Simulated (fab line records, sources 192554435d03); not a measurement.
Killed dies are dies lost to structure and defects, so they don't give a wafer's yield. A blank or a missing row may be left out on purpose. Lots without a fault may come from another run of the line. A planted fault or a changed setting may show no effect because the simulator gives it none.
fab line records | flow n5_finfet
record lots=11 wafers=32 last_day=18
route steps=1938 shown MIM_TOP_ETCH@1852 MIM_BOT_ETCH@1867 TV_LITHO@1883 PASSIVATION@1902
lots that met no fault: from a run of the same line without faults
start_h: hours from the record's first day to the start of the lot's first wafer shown | wait_h: hours since the lot's step before | " the same as in the row above | L1.1+2: a row that stands for several wafers | - no value, or no start given | * or withheld: withheld | < > ~ a bound
route shown NAME@n: a module of which the file shows steps, and the number in the route of the first | usual: mean/standard deviation of fault-free wafers | same: alike in all rows | chamber/n: place in a boat | sites: the reading at each site | _std_site: their standard deviation | _edge_site: outer sites' mean less inner sites' | radius_mm: how far each site lies from the wafer's centre | mask NAME#n: copy n | behind: the tool/chamber that last shaped the wafer | hold: why the lot was held/for how many hours/how that ended | device: the transistor (n, p or np) that didn't switch | end of line: the same wafers' tests at the end of the route | a step without rows: its recipe alone | killed: dies lost to structure and defects at the first sort, not the wafer's yield | map: a wafer's dies, x killed, . not, _ none there
set.NAME: the setting as run; set.NAME@STEP: as run at that earlier step | model.NAME: the simulator's own value behind a step, which no gauge read
steps of the route over a sample of lots; a table a step, a row a wafer
services: from which hour (start_h, from the record's first day; less than 0 if before it) a tool's chamber was out of use, for how many hours, and why
## steps
# step N5_MIM_TOP_ETCH_STRIP_01
# recipe chemistry=O2 power_w=600 temp_c=60 pressure_mtorr=30 rf_frequency_hz=6e+07 bias_power_w=0 overash_fraction=0.5 o2_flow_sccm=225
# usual drypump_motor_current_A=5.5/0.4 oes_product_au=0.78/0.081 rf_vpp_V=3.6/1.4 showerhead_plenum_p_Torr=2.09/0.049 throttle_valve_pct=16.66/0.21
# columns lot.wafer tool chamber start_h wait_h drypump_motor_current_A oes_product_au rf_hours_counter_h rf_vpp_V showerhead_plenum_p_Torr throttle_valve_pct
L323.2 rie_diel-05 1 255.52 0.1 4.9 0.82 78 4.1 2.04 16.49
L323.3 " 3 " " 5.4 0.75 145 3.8 2.10 16.47
L323.4 " 2 " " 5.9 0.80 120 4.3 2.09 16.91
L325.2 rie_diel-05 1 264.98 0.2 4.9 0.83 81 5.8 2.04 16.45
L325.3 " 2 " " 5.8 0.80 123 3.7 2.09 16.96
L325.5 " 3 " " 5.4 0.75 - 1.4 2.10 16.45
L329.2 rie_diel-05 3 308.48 0.1 5.4 0.72 161 2.3 2.09 16.48
L329.3 " 0 " " 4.9 0.67 248 2.1 2.06 17.00
L329.6 " 0 " " 4.9 0.66 - 1.7 2.06 17.02
L330.3 rie_diel-06 3 329.84 0.1 5.2 0.91 41 3.1 2.05 16.58
L330.5 " 1 " " 5.7 0.86 - 4.2 2.22 16.53
L330.6 " 0 " " 5.4 0.69 - 6.4 2.07 16.98
L333.2 rie_diel-05 1 333.77 0.1 4.9 0.81 104 3.4 2.03 16.51
L333.3 " 2 " " 5.8 0.77 146 3.9 2.09 16.96
L333.4 " 3 " " 5.4 0.74 - 3.1 2.09 16.49
L335.4 rie_diel-06 3 348.45 0.1 5.1 0.89 - 4.2 2.04 16.71
L335.5 " 1 " " 5.7 0.85 - 5.0 2.22 16.52
L335.6 " 2 " " 5.8 0.75 - 3.6 2.10 16.88
L338.3 rie_diel-03 0 359.24 0.1 6.2 0.83 60 2.0 2.04 16.44
L338.4 " 1 " " 5.1 0.76 133 0.8 2.10 16.53
L338.5 " 0 " " 6.2 0.83 - 3.9 2.04 16.43
L336.2 rie_diel-06 3 360.05 0.3 5.1 0.88 53 3.6 2.04 16.66
L336.4 " 0 " " 5.4 1.00 1 4.8 2.06 16.50
L336.5 " 0 " " 5.4 0.99 - 2.6 2.06 16.53
L340.1 rie_diel-05 2 378.64 0.1 5.8 0.76 154 2.5 2.08 17.03
L340.3 " 3 " " 5.4 0.71 186 5.9 2.08 16.51
L340.6 " 0 " " 4.9 0.90 - 1.1 2.06 16.57
L344.2 rie_diel-06 2 398.27 0.2 5.8 0.73 173 2.0 2.09 16.87
L344.3 " 1 " " 5.7 0.84 72 1.4 2.21 16.55
L344.6 " 3 " " 5.2 0.85 - 2.0 2.04 16.69
L346.1 rie_diel-05 3 416.82 0.1 5.4 0.73 192 4.1 2.08 16.55
L346.3 " 0 " " 4.9 0.92 20 4.7 2.05 16.64
# step N5_MIM_BOT_ETCH_ETCH_03
# recipe chemistry=Cl2/BCl3 target_depth_a=120 pressure_mtorr=8 icp_w=800 bias_w=100 Cl2_flow_sccm=20 bcl3_flow_sccm=80
# usual drypump_motor_current_A=5.8/0.45 he_backside_leak_sccm=3.38/0.24 oes_product_au=0.77/0.064 throttle_valve_pct=27.46/0.17
# columns lot.wafer tool chamber start_h wait_h drypump_motor_current_A he_backside_leak_sccm oes_product_au rf_hours_counter_h throttle_valve_pct
L323.2 rie_metal-01 0 256.34 0.1 5.3 3.61 0.85 25 27.55
L323.3 " 1 " " 5.3 3.44 0.82 - 27.44
L323.4 " 0 " " 5.3 3.64 0.85 - 27.55
L325.2 rie_metal-01 1 265.77 0.1 5.3 3.18 0.82 32 27.43
L325.3 " 0 " " 5.3 3.46 0.84 - 27.54
L325.5 " 0 " " 5.3 3.43 0.84 - 27.56
L329.2 rie_metal-03 0 309.45 0.1 5.6 3.08 0.71 71 27.24
L329.3 " 0 " " 5.6 3.30 0.71 - 27.24
L329.6 " 0 " " 5.6 3.23 0.71 - 27.22
L330.3 rie_metal-01 0 330.60 0.1 5.3 3.38 0.82 - 27.57
L330.5 " 0 " " 5.3 3.31 0.83 - 27.58
L330.6 " 1 " " 5.3 3.44 0.82 - 27.45
L333.2 rie_metal-02 1 334.56 0.1 6.2 3.37 0.69 67 27.50
L333.3 " 1 " " 6.2 3.45 0.68 - 27.51
L333.4 " 0 " " 5.6 3.41 0.73 - 27.29
L335.4 rie_metal-01 0 349.13 0.1 5.3 3.65 0.82 - 27.56
L335.5 " 1 " " 5.3 3.13 0.80 - 27.45
L335.6 " 0 " " 5.3 3.59 0.82 - 27.56
L338.3 rie_metal-02 0 360.59 0.1 5.6 3.38 0.73 - 27.31
L338.4 " 1 " " 6.1 3.44 0.68 - 27.52
L338.5 " 0 " " 5.6 3.50 0.72 - 27.30
L336.2 rie_metal-03 0 360.99 0.1 5.6 3.14 0.70 75 27.24
L336.4 " 1 " " 6.4 3.52 0.84 - 27.69
L336.5 " 0 " " 5.6 3.09 0.70 - 27.24
L340.1 rie_metal-03 1 379.43 0.1 6.5 3.42 0.83 21 27.69
L340.3 " 1 " " 6.5 3.54 0.84 - 27.68
L340.6 " 0 " " 5.6 3.20 0.69 - 27.24
L344.2 rie_metal-03 1 398.95 0.1 6.5 3.50 0.82 23 27.69
L344.3 " 0 " " 5.6 3.19 0.69 - 27.25
L344.6 " 1 " " 6.5 5.25 0.81 - 27.69
L346.1 rie_metal-01 0 417.58 0.1 5.3 3.53 0.80 40 27.59
L346.3 " 1 " " 5.3 3.41 0.78 - 27.47
# step N5_PASSIVATION_CD_MEAS_10
# recipe target_cd_nm=3000 landing_energy_ev=500 detector=se_inlens
# usual cd_nm=3000.5/2
# columns lot.wafer tool chamber start_h wait_h cd_nm
L323.2 cd_sem-01 0 257.93 - 3000.3
L323.3 " 0 " " 2999.7
L323.4 " 0 " " 3000.9
L325.2 cd_sem-02 0 267.12 - 3002.2
L325.3 " 0 " " 3004.4
L325.5 " 0 " " 3003.8
L329.2 cd_sem-01 0 311.41 - 3000.9
L329.3 " 0 " " 3002.9
L329.6 " 0 " " 3002.5
L330.3 cd_sem-02 0 332.49 - 3001.8
L330.5 " 0 " " 2998.8
L330.6 " 0 " " 3000.5
L333.2 cd_sem-02 0 336.50 - 3001.0
L333.3 " 0 " " 2999.1
L333.4 " 0 " " 2997.8
L335.4 cd_sem-03 0 351.31 - 3003.3
L335.5 " 0 " " 3003.8
L335.6 " 0 " " 3002.6
L338.3 cd_sem-03 0 363.04 - 2998.4
L338.4 " 0 " " 2998.1
L338.5 " 0 " " 3000.1
L336.2 cd_sem-01 0 364.95 - 3000.4
L336.4 " 0 " " 3002.4
L336.5 " 0 " " 3001.3
L340.1 cd_sem-03 0 381.33 - 2997.8
L340.3 " 0 " " 2997.1
L340.6 " 0 " " 2997.4
L344.2 cd_sem-01 0 402.20 - 3001.9
L344.3 " 0 " " 3001.7
L344.6 " 0 " " 2999.2
L346.1 cd_sem-03 0 420.00 - 3002.3
L346.3 " 0 " " 3001.7
# step N5_PASSIVATION_PEB_28
# recipe peb_temp_c=withheld peb_time_s=*
# usual exhaust_pa=44.9/0.8
# columns lot.wafer tool chamber start_h wait_h exhaust_pa
L323.2 litho_track-01 0 261.15 0.0 44.7
L323.3 " 0 " " 45.7
L323.4 " 0 " " 45.7
L325.2 litho_track-03 0 268.95 0.0 43.5
L325.3 " 0 " " 45.6
L325.5 " 0 " " 45.7
L329.2 litho_track-03 0 314.24 0.0 45.4
L329.3 " 0 " " 45.0
L329.6 " 0 " " 45.9
L330.3 litho_track-03 0 334.29 0.0 46.2
L330.5 " 0 " " 45.5
L330.6 " 0 " " 45.5
L333.2 litho_track-01 0 337.93 0.0 44.6
L333.3 " 0 " " 44.2
L333.4 " 0 " " 44.0
L335.4 litho_track-04 0 352.77 0.0 44.5
L335.5 " 0 " " 45.1
L335.6 " 0 " " 45.7
L338.3 litho_track-04 0 365.99 0.0 44.5
L338.4 " 0 " " 44.0
L338.5 " 0 " " 44.0
L336.2 litho_track-03 0 366.84 0.0 44.4
L336.4 " 0 " " 45.1
L336.5 " 0 " " 44.1
L340.1 litho_track-01 0 382.96 0.1 43.7
L340.3 " 0 " " 44.7
L340.6 " 0 " " 44.3
L344.2 litho_track-01 0 404.72 0.0 45.8
L344.3 " 0 " " 44.8
L344.6 " 0 " " 44.2
L346.1 litho_track-01 0 421.69 0.1 44.7
L346.3 " 0 " " 45.9
# step N5_PASSIVATION_CD_MEAS_30
# recipe target_cd_nm=4000 landing_energy_ev=500 detector=se_inlens polarity=opening
# usual cd_nm=4000.2/1.3
# columns lot.wafer tool chamber start_h wait_h cd_nm
L323.2 cd_sem-01 0 261.27 - 4001.9
L323.3 " 0 " " 3999.2
L323.4 " 0 " " 4000.5
L325.2 cd_sem-01 0 269.07 - 4002.2
L325.3 " 0 " " 4001.8
L325.5 " 0 " " 4003.2
L329.2 cd_sem-03 0 314.36 - 4000.3
L329.3 " 0 " " 4000.0
L329.6 " 0 " " 4002.4
L330.3 cd_sem-02 0 334.41 - 4000.0
L330.5 " 0 " " 4001.2
L330.6 " 0 " " 4000.7
L333.2 cd_sem-02 0 338.05 - 4000.3
L333.3 " 0 " " 4000.8
L333.4 " 0 " " 3998.9
L335.4 cd_sem-03 0 352.89 - 4000.0
L335.5 " 0 " " 4001.5
L335.6 " 0 " " 3999.9
L338.3 cd_sem-02 0 366.12 - 3999.9
L338.4 " 0 " " 3998.9
L338.5 " 0 " " 3999.5
L336.2 cd_sem-03 0 366.96 - 4000.0
L336.4 " 0 " " 4001.4
L336.5 " 0 " " 4001.7
L340.1 cd_sem-01 0 383.08 - 4000.4
L340.3 " 0 " " 4001.5
L340.6 " 0 " " 3998.7
L344.2 cd_sem-03 0 404.84 - 3998.4
L344.3 " 0 " " 4007.3
L344.6 " 0 " " 4000.7
L346.1 cd_sem-01 0 421.81 - 4005.8
L346.3 " 0 " " 4007.2
## services
# columns tool chamber start_h hours kind
rie_diel-06 0 235.18 4.9 repair
rie_metal-03 - 245.96 1.4 pm
rie_metal-02 - 254.16 2.8 pm
rie_diel-03 0 268.47 1.5 repair
rie_diel-05 0 280.12 21.8 repair
rie_metal-01 1 285.26 12.6 repair
rie_metal-01 - 296.14 2.8 pm
rie_diel-05 0 314.89 - clean
rie_diel-05 0 314.89 - consumable_replace:focus_ring
rie_diel-05 0 314.89 23.4 scheduled_down
rie_diel-05 0 314.89 23.4 vent_cycle
rie_diel-06 2 329.05 5.4 repair
rie_diel-06 0 337.33 - clean
rie_diel-06 0 337.33 - consumable_replace:focus_ring
rie_diel-06 0 337.33 17.5 scheduled_down
rie_diel-06 0 337.33 17.5 vent_cycle
rie_diel-05 2 354.62 15.6 repair
litho_track-01 - 385.03 - consumable_replace:filter
rie_diel-03 2 386.88 6.2 repair
rie_diel-05 3 389.90 4.8 repair
rie_diel-05 - 392.84 14.6 pm
rie_diel-06 0 395.14 6.6 repair
rie_metal-02 1 398.54 3.1 repair
rie_diel-03 2 404.85 - clean
## key
first_sign step=N5_PASSIVATION_CD_MEAS_30 reading=cd_nm direction=up sigmas=5 usual=4000.2 struck=4006.8
effect none on later readings
met_at N5_PASSIVATION_PEB_28
struck_lots L344,L346
struck_wafers L344.3,L346.1,L346.3
not_acting_at N5_MIM_TOP_ETCH_STRIP_01,N5_MIM_BOT_ETCH_ETCH_03,N5_PASSIVATION_CD_MEAS_10
onset_between 382.96 404.72
fault kind=process_parameter_drift tool=litho_track-01 chamber=- onset_h=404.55 steps=N5_PASSIVATION_PEB_28 channel=peb_time_s offset=* shape=step end_h=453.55 scope=struck_wafers_only acts_in=* stated=*
